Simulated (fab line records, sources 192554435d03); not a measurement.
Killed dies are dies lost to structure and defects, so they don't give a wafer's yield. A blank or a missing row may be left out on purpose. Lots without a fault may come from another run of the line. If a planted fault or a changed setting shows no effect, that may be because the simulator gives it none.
fab line records -- flow n5_finfet
[record] lots = 10, wafers = 30, last_day = 17
route steps=1938 shown BEOL_M0@734 BEOL_M1@751 BEOL_M4@1111 PASSIVATION@1936
lots that met no fault: taken from a fault-free run of the same line
start_h: hours from the record's first day to the start of the lot's first wafer shown -- wait_h: how many hours have passed since the lot's step before this one -- " as in the row above -- L1.1+2: a row that stands for several wafers -- - no value present, or no start provided -- * or withheld: withheld -- < > ~ a bound
route shown NAME@n: names a module that has steps shown in the file, with the first one's number in the route -- usual: mean/standard deviation taken from wafers without a fault -- same: alike in all rows -- chamber/n: place in a boat -- sites: per-site readings -- _std_site: the standard deviation of these -- _edge_site: inner sites' mean taken away from outer sites' mean -- radius_mm: how far each site lies from the wafer's centre -- mask NAME#n: copy n -- behind: the most recent tool/chamber to have shaped the wafer -- hold: what put the lot on hold/how long, in hours/how the hold closed -- device: which transistor (n, p or np) failed to switch -- end of line: the same wafers' tests at the end of the route -- step lacking rows: just its recipe -- killed: dies lost to structure and defects at the first sort, not the wafer's yield -- map: per-die view of a wafer (x killed, . not killed, _ where there is no die)
set.NAME: setting as actually run; set.NAME@STEP: the setting as run at that earlier step -- model.NAME: the simulator's own value behind a step, which no gauge read
the route's steps for a sample of lots (tables are steps, rows are wafers)
services: the hour from which a tool's chamber was out of use, counted from the record's first day as start_h (under 0 if before that day), plus the number of hours and why
[[steps]]
[step N5_BEOL_M0_SPUTTER_116]
[recipe] material = Cu, target_thk_a = 40, temp_c = -20, chamber_pressure_pa = 0.07, power_w = withheld, time_s = 7.37
[usual] throttle_valve_pct = 29.8/0.83
lot.wafer,tool,chamber,start_h,wait_h,throttle_valve_pct
L254.1,pvd_sputter-01,-,136.55,0.1,30.9
L254.2,pvd_sputter-01,-,136.55,0.1,30.1
L254.5,pvd_sputter-01,-,136.55,0.1,29.6
L255.2,pvd_sputter-02,-,144.36,0.1,28.7
L255.4,pvd_sputter-02,-,144.36,0.1,31.1
L255.6,pvd_sputter-02,-,144.36,0.1,30.1
L259.2,pvd_sputter-02,-,170.52,0.2,28.2
L259.4,pvd_sputter-02,-,170.52,0.2,28.4
L259.6,pvd_sputter-02,-,170.52,0.2,31.6
L260.1,pvd_sputter-01,-,172.82,0.1,30.4
L260.2,pvd_sputter-01,-,172.82,0.1,29.9
L260.3,pvd_sputter-01,-,172.82,0.1,30.9
L261.2,pvd_sputter-02,-,180.16,0.1,31.2
L261.4,pvd_sputter-02,-,180.16,0.1,29.1
L261.5,pvd_sputter-02,-,180.16,0.1,30.1
L268.2,pvd_sputter-03,-,220.42,0.1,29.5
L268.5,pvd_sputter-03,-,220.42,0.1,29.8
L268.6,pvd_sputter-03,-,220.42,0.1,30.3
L270.1,pvd_sputter-03,-,232.22,0.1,30.6
L270.3,pvd_sputter-03,-,232.22,0.1,29.5
L270.4,pvd_sputter-03,-,232.22,0.1,29.1
L271.1,pvd_sputter-03,-,235.53,0.4,30.7
L271.5,pvd_sputter-03,-,235.53,0.4,29.5
L271.6,pvd_sputter-03,-,235.53,0.4,30.2
L272.3,pvd_sputter-02,-,240.95,0.1,30.0
L272.4,pvd_sputter-02,-,240.95,0.1,29.5
L272.6,pvd_sputter-02,-,240.95,0.1,29.2
L273.1,pvd_sputter-03,-,257.01,0.1,30.7
L273.4,pvd_sputter-03,-,257.01,0.1,29.5
L273.5,pvd_sputter-03,-,257.01,0.1,30.5
[step N5_BEOL_M0_ANNEAL_133]
[recipe] temp_c = 400, time_s = 60, ambient = vacuum
[usual] heater_power_w = 870/80
lot.wafer,tool,chamber,start_h,wait_h,heater_power_w
L254.1,pvd_sputter-01,-,136.75,0.0,896
L254.2,pvd_sputter-01,-,136.75,0.0,862
L254.5,pvd_sputter-01,-,136.75,0.0,904
L255.2,pvd_sputter-02,-,144.56,0.0,832
L255.4,pvd_sputter-02,-,144.56,0.0,1075
L255.6,pvd_sputter-02,-,144.56,0.0,923
L259.2,pvd_sputter-02,-,170.72,0.0,849
L259.4,pvd_sputter-02,-,170.72,0.0,853
L259.6,pvd_sputter-02,-,170.72,0.0,1071
L260.1,pvd_sputter-01,-,173.02,0.0,834
L260.2,pvd_sputter-01,-,173.02,0.0,917
L260.3,pvd_sputter-01,-,173.02,0.0,905
L261.2,pvd_sputter-02,-,180.36,0.0,1077
L261.4,pvd_sputter-02,-,180.36,0.0,800
L261.5,pvd_sputter-02,-,180.36,0.0,916
L268.2,pvd_sputter-03,-,220.62,0.0,750
L268.5,pvd_sputter-03,-,220.62,0.0,883
L268.6,pvd_sputter-03,-,220.62,0.0,763
L270.1,pvd_sputter-03,-,232.42,0.0,756
L270.3,pvd_sputter-03,-,232.42,0.0,744
L270.4,pvd_sputter-03,-,232.42,0.0,880
L271.1,pvd_sputter-03,-,235.73,0.0,753
L271.5,pvd_sputter-03,-,235.73,0.0,866
L271.6,pvd_sputter-03,-,235.73,0.0,766
L272.3,pvd_sputter-02,-,241.15,0.0,897
L272.4,pvd_sputter-02,-,241.15,0.0,800
L272.6,pvd_sputter-02,-,241.15,0.0,797
L273.1,pvd_sputter-03,-,257.21,0.0,772
L273.4,pvd_sputter-03,-,257.21,0.0,743
L273.5,pvd_sputter-03,-,257.21,0.0,760
[step N5_BEOL_M0_CO_CAP_123]
[recipe] material = Co, target_thk_a = 20, temp_c = 200, precursor = CCTBA/H2, pressure_torr = 30, time_s = 102.1
[usual] chamber_pressure_Torr = 30.01/0.062, heater_power_outer_w = 124/9.8, heater_power_w = 241/27
lot.wafer,tool,chamber,start_h,wait_h,chamber_pressure_Torr,heater_power_outer_w,heater_power_w,since_wet_clean_h
L254.1,cvd_co-02,1,139.55,0.0,30.11,131,265,3
L254.2,cvd_co-02,2,139.55,0.0,29.94,114,220,440
L254.5,cvd_co-02,0,139.55,0.0,30.01,146,281,-
L255.2,cvd_co-02,2,149.39,0.0,29.94,113,226,450
L255.4,cvd_co-02,2,149.39,0.0,30.03,114,226,-
L255.6,cvd_co-02,1,149.39,0.0,29.93,131,272,-
L259.2,cvd_co-01,0,174.60,0.0,-,-,-,-
L259.4,cvd_co-01,1,174.60,0.0,-,-,-,-
L259.6,cvd_co-01,2,174.60,0.0,-,-,-,-
L260.1,cvd_co-01,0,176.84,0.0,-,-,-,-
L260.2,cvd_co-01,2,176.84,0.0,-,-,-,-
L260.3,cvd_co-01,1,176.84,0.0,-,-,-,-
L261.2,cvd_co-01,2,185.98,0.0,-,-,-,-
L261.4,cvd_co-01,1,185.98,0.0,-,-,-,-
L261.5,cvd_co-01,2,185.98,0.0,-,-,-,-
L268.2,cvd_co-01,2,225.56,0.0,30.01,113,207,308
L268.5,cvd_co-01,2,225.56,0.0,30.12,111,209,-
L268.6,cvd_co-01,1,225.56,0.0,30.04,122,219,-
L270.1,cvd_co-01,0,236.36,0.0,30.08,121,232,778
L270.3,cvd_co-01,2,236.36,0.0,30.06,112,210,318
L270.4,cvd_co-01,1,236.36,0.0,29.98,120,223,-
L271.1,cvd_co-02,2,237.91,0.0,29.90,118,226,539
L271.5,cvd_co-02,0,237.91,0.0,30.02,139,283,-
L271.6,cvd_co-02,2,237.91,0.0,29.91,117,229,-
L272.3,cvd_co-02,0,242.43,0.0,29.96,136,282,1002
L272.4,cvd_co-02,0,242.43,0.0,29.95,140,274,-
L272.6,cvd_co-02,1,242.43,0.0,29.93,130,267,-
L273.1,cvd_co-01,2,260.24,0.0,30.00,114,210,342
L273.4,cvd_co-01,1,260.24,0.0,30.01,121,225,-
L273.5,cvd_co-01,0,260.24,0.0,30.03,125,239,-
[step N5_BEOL_M1_ILD_DEP_00]
[recipe] material = SiOC, target_thk_a = 790, temp_c = 350, precursor = DEMS/O2, pressure_torr = 5, rf_w = 500, time_s = 15.3
[usual] heater_power_w = 499/110, showerhead_plenum_p_Torr = 5.692/0.019, throttle_valve_pct = 11.9/0.65
lot.wafer,tool,chamber,start_h,wait_h,heater_power_w,showerhead_plenum_p_Torr,since_wet_clean_h,throttle_valve_pct
L254.1,pecvd-03,1,139.80,0.0,408,5.690,1750,11.5
L254.2,pecvd-03,0,139.80,0.0,520,5.690,1025,12.9
L254.5,pecvd-03,0,139.80,0.0,509,5.694,-,12.5
L255.2,pecvd-01,2,149.64,0.0,564,5.694,462,11.6
L255.4,pecvd-01,2,149.64,0.0,574,5.688,-,11.6
L255.6,pecvd-01,2,149.64,0.0,550,5.718,-,11.4
L259.2,pecvd-04,1,174.84,0.0,317,5.673,1422,12.2
L259.4,pecvd-04,0,174.84,0.0,338,5.682,-,11.4
L259.6,pecvd-04,1,174.84,0.0,310,5.657,-,11.9
L260.1,pecvd-03,1,177.09,0.0,504,5.711,1787,11.7
L260.2,pecvd-03,0,177.09,0.0,503,5.711,1062,12.6
L260.3,pecvd-03,2,177.09,0.0,618,5.687,308,11.4
L261.2,pecvd-03,0,186.22,0.0,470,5.698,1071,12.6
L261.4,pecvd-03,2,186.22,0.0,603,5.663,-,11.6
L261.5,pecvd-03,1,186.22,0.0,425,5.699,-,11.6
L268.2,pecvd-03,0,225.84,0.0,508,5.680,1111,12.9
L268.5,pecvd-03,0,225.84,0.0,500,5.709,-,12.6
L268.6,pecvd-03,2,225.84,0.0,643,5.674,-,12.1
L270.1,pecvd-04,2,236.61,0.0,618,5.718,5,10.4
L270.3,pecvd-04,1,236.61,0.0,350,5.652,1484,11.9
L270.4,pecvd-04,2,236.61,0.0,621,5.711,-,10.3
L271.1,pecvd-04,0,238.15,0.0,357,5.691,761,11.4
L271.5,pecvd-04,0,238.15,0.0,359,5.668,-,11.5
L271.6,pecvd-04,2,238.15,0.0,526,5.707,-,10.3
L272.3,pecvd-03,0,242.67,0.0,502,5.676,1128,12.5
L272.4,pecvd-03,0,242.67,0.0,507,5.665,-,12.8
L272.6,pecvd-03,2,242.67,0.0,567,5.686,-,11.6
L273.1,pecvd-04,2,260.52,0.0,599,5.722,29,10.3
L273.4,pecvd-04,1,260.52,0.0,336,5.672,-,11.9
L273.5,pecvd-04,2,260.52,0.0,614,5.715,-,10.1
[step N5_BEOL_M4_RC_MEAS_101]
[usual] DIBL_N = 35.7/1.3, DIBL_P = 35.4/1.8, IOFF_N = 0.152/0.027, IOFF_P = 0.20/0.034, ION_N = 672/9.8, ION_P = 461/7.5, SS_N = 71.4/0.55, SS_P = 73.1/0.61, VT_N = 251/3.3, VT_P = -251/3.6
lot.wafer,tool,chamber,start_h,wait_h,DIBL_N[mV/V],DIBL_P[mV/V],IOFF_N[nA/um],IOFF_P[nA/um],ION_N[uA/um],ION_P[uA/um],SS_N[mV/dec],SS_P[mV/dec],VT_N[mV],VT_P[mV]
L254.1,prober-02,0,181.19,0.0,34.3,36.0,0.149,0.18,676,457,70.9,72.8,252,-255
L254.2,prober-02,0,181.19,0.0,34.6,34.9,0.144,0.17,664,455,71.6,72.0,254,-253
L254.5,prober-02,0,181.19,0.0,33.5,35.0,0.146,0.17,670,459,70.7,73.0,251,-252
L255.2,prober-01,0,191.24,0.2,35.8,36.2,0.162,0.18,676,452,71.3,73.1,253,-258
L255.4,prober-01,0,191.24,0.2,36.4,37.6,0.186,0.19,688,469,71.3,73.7,246,-252
L255.6,prober-01,0,191.24,0.2,36.6,37.3,0.188,0.19,673,453,72.3,73.8,251,-253
L259.2,prober-02,0,218.47,0.6,33.7,32.3,0.114,0.16,666,458,70.7,72.2,256,-253
L259.4,prober-02,0,218.47,0.6,35.1,34.0,0.131,0.19,674,463,71.6,72.7,255,-253
L259.6,prober-02,0,218.47,0.6,33.6,32.7,0.112,0.17,666,467,72.0,72.5,255,-255
L260.1,prober-02,0,219.25,0.4,36.5,34.9,0.147,0.19,671,458,72.1,73.5,251,-248
L260.2,prober-02,0,219.25,0.4,37.6,35.7,0.154,0.21,669,459,71.6,73.0,250,-251
L260.3,prober-02,0,219.25,0.4,37.4,36.3,0.156,0.21,675,458,72.1,73.0,253,-249
L261.2,prober-02,0,227.33,0.2,37.7,38.4,0.186,0.26,680,466,72.5,74.4,250,-245
L261.4,prober-02,0,227.33,0.2,35.7,35.6,0.148,0.22,662,463,71.3,73.1,250,-248
L261.5,prober-02,0,227.33,0.2,34.8,34.8,0.139,0.21,677,465,70.7,73.3,250,-248
L270.1,prober-01,0,275.44,0.0,35.3,34.9,0.143,0.18,676,459,71.4,72.9,252,-253
L270.3,prober-01,0,275.44,0.0,34.3,33.2,0.123,0.17,666,457,70.4,72.6,254,-254
L270.4,prober-01,0,275.44,0.0,34.0,33.3,0.126,0.18,667,460,70.9,72.6,252,-252
L268.2,prober-01,0,279.11,0.2,34.7,33.2,0.143,0.19,674,463,72.2,73.0,252,-249
L268.5,prober-01,0,279.11,0.2,33.4,31.7,0.122,0.17,666,462,71.8,73.3,254,-251
L268.6,prober-01,0,279.11,0.2,35.4,35.0,0.164,0.21,676,469,72.1,73.5,252,-249
L271.1,prober-02,0,281.59,0.6,33.4,34.1,0.116,0.15,656,451,71.0,72.4,256,-258
L271.5,prober-02,0,281.59,0.6,33.5,33.9,0.108,0.15,649,445,70.8,72.5,258,-256
L271.6,prober-02,0,281.59,0.6,36.0,36.6,0.151,0.18,663,452,71.3,73.1,251,-257
L272.3,prober-02,0,286.21,0.3,35.3,35.0,0.137,0.18,679,464,70.7,72.9,254,-252
L272.4,prober-02,0,286.21,0.3,37.8,38.1,0.182,0.22,689,468,71.5,73.6,249,-249
L272.6,prober-02,0,286.21,0.3,35.5,35.2,0.137,0.18,678,466,71.0,73.5,250,-253
L273.1,prober-01,0,308.16,0.0,34.3,34.6,0.123,0.18,663,458,71.2,72.0,253,-252
L273.4,prober-01,0,308.16,0.0,36.4,36.6,0.150,0.20,673,464,71.5,73.5,250,-250
L273.5,prober-01,0,308.16,0.0,35.3,35.2,0.124,0.17,667,456,71.2,72.7,253,-251
[step N5_PASSIVATION_PROBE_49]
[usual] defect_limited_yield = 91.5/1.3, killed_at_M0_to_M3 = 33/11, killed_at_M4_up = 14/5.3, killed_at_contacts = 11/6.3, killed_at_front_end = 38/10, killed_at_other = 3.7/2.8, killed_dies = 101/16, killed_open = 67/12, killed_short = 32/7.4, sort_bin_5_function = 5.0/0.86, sort_bin_6_memory = 3.2/0.69, sort_bin_8_speed = 0.00/0.007, sort_n_pass = 1079/16, sort_yield_pct = 91.5/1.3
[same] gross_dies = 1180, killed_at_back_side = 0, sort_bin_4_leakage[%] = 0
lot.wafer,tool,chamber,start_h,wait_h,defect_limited_yield[%],killed_at_M0_to_M3,killed_at_M4_up,killed_at_contacts,killed_at_front_end,killed_at_other,killed_dies,killed_open,killed_short,sort_bin_5_function[%],sort_bin_6_memory[%],sort_bin_8_speed[%],sort_n_pass,sort_yield_pct[%]
L270.1,prober-01,-,372.02,0.0,92.2,32,13,7,38,2,92,58,30,4.9,2.5,0,1088,92.2
L270.3,prober-01,-,372.12,0.1,91.2,28,13,15,45,3,104,68,30,4.4,4.0,0,1076,91.2
L270.4,prober-01,-,372.17,0.2,93.6,24,12,5,33,2,76,36,37,3.9,2.2,0,1104,93.6
L272.3,prober-02,-,390.14,0.1,90.4,58,19,14,20,2,113,77,32,5.6,3.6,0,1067,90.4
L272.4,prober-02,-,390.19,0.2,91.1,41,13,10,39,2,105,72,31,5.3,3.4,0,1075,91.1
L272.6,prober-02,-,390.29,0.3,89.0,57,20,17,30,6,130,91,37,7.7,3.2,0,1050,89.0
// killed by level:class
L270.1 FIN_SAQP:geometric_particle:open=9 BEOL_M0_SAQP:geometric_particle:short=9 BEOL_M0_SAQP:geometric_particle:open=9 FIN_SAQP:geometric_particle:short=7 MOL_CONTACT_COAG:geometric_particle:open=7 BEOL_M2:geometric_particle:open=6 DUMMY_GATE:geometric_particle:open=4 GATE_CUT:geometric_particle:short=4
L270.3 MOL_CONTACT_COAG:geometric_particle:open=11 FIN_SAQP:geometric_particle:open=10 BEOL_M2:geometric_particle:open=9 FIN_SAQP:geometric_particle:short=6 GATE_CUT:geometric_particle:short=6 BEOL_M0_SAQP:geometric_particle:open=6 DUMMY_GATE:geometric_particle:open=5 BEOL_M1:geometric_particle:open=5
L270.4 BEOL_M0_SAQP:geometric_particle:short=8 FIN_SAQP:geometric_particle:open=6 FIN_SAQP:geometric_particle:short=6 GATE_CUT:geometric_particle:short=5 MOL_CONTACT_COAG:geometric_particle:open=5 BEOL_M4:geometric_particle:open=5 BEOL_M0_SAQP:geometric_particle:open=4 BEOL_M2:geometric_particle:short=4
L272.3 BEOL_M0_SAQP:geometric_particle:open=19 BEOL_M0_SAQP:geometric_particle:short=16 MOL_CONTACT_COAG:geometric_particle:open=12 BEOL_M4:geometric_particle:open=9 BEOL_M2:geometric_particle:open=8 BEOL_M1:geometric_particle:open=6 FIN_SAQP:geometric_particle:open=4 FIN_SAQP:geometric_particle:short=3
L272.4 BEOL_M1:geometric_particle:open=11 BEOL_M0_SAQP:geometric_particle:open=9 MOL_CONTACT_COAG:geometric_particle:open=8 FIN_SAQP:geometric_particle:short=7 BEOL_M3:geometric_particle:open=7 BEOL_M0_SAQP:geometric_particle:short=6 BEOL_M4:geometric_particle:open=6 STI_FIN_REVEAL:geometric_particle:open=5
L272.6 BEOL_M3:geometric_particle:open=13 BEOL_M0_SAQP:geometric_particle:open=13 MOL_CONTACT_COAG:geometric_particle:open=12 BEOL_M0_SAQP:geometric_particle:short=12 BEOL_M4:geometric_particle:open=12 FIN_SAQP:geometric_particle:short=8 BEOL_M1:geometric_particle:open=7 BEOL_M2:geometric_particle:open=7
[[services]]
tool,chamber,start_h,hours,kind
cvd_co-02,1,114.67,-,clean
cvd_co-02,1,114.67,22.0,scheduled_down
cvd_co-02,1,114.67,22.0,vent_cycle
pecvd-04,0,120.21,5.5,scheduled_down
cvd_co-01,-,122.50,0.8,repair
pecvd-03,0,143.65,5.5,scheduled_down
pecvd-01,1,148.27,5.6,repair
pecvd-03,-,152.71,6.0,pm
cvd_co-01,-,153.72,6.9,pm
cvd_co-02,-,168.66,0.6,repair
pecvd-04,-,177.19,2.8,pm
cvd_co-01,2,189.17,15.3,repair
pecvd-03,1,193.72,6.0,repair
pecvd-04,-,194.54,2.1,repair
pecvd-04,2,202.38,-,clean
pecvd-04,2,202.38,-,consumable_replace:showerhead
pecvd-04,2,202.38,29.0,scheduled_down
pecvd-04,2,202.38,29.0,vent_cycle
cvd_co-01,1,205.77,4.3,repair
cvd_co-01,0,208.60,9.6,repair
cvd_co-02,-,227.63,6.0,pm
pecvd-01,1,228.15,2.1,scheduled_down
cvd_co-02,-,243.17,20.8,repair
pecvd-04,0,258.64,22.5,repair
[[key]]
[first_sign] step = N5_BEOL_M0_CO_CAP_123, reading = tool_record, direction = missing
effect none on later readings
met_at N5_BEOL_M0_CO_CAP_123
struck_lots L259,L260,L261
not_acting_at N5_BEOL_M0_SPUTTER_116,N5_BEOL_M0_ANNEAL_133,N5_BEOL_M1_ILD_DEP_00
[fault] kind = skipped_step_whole, tool = cvd_co-01, chamber = -, onset_h = 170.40, steps = N5_BEOL_M0_CO_CAP_123, scope = struck_lots_only
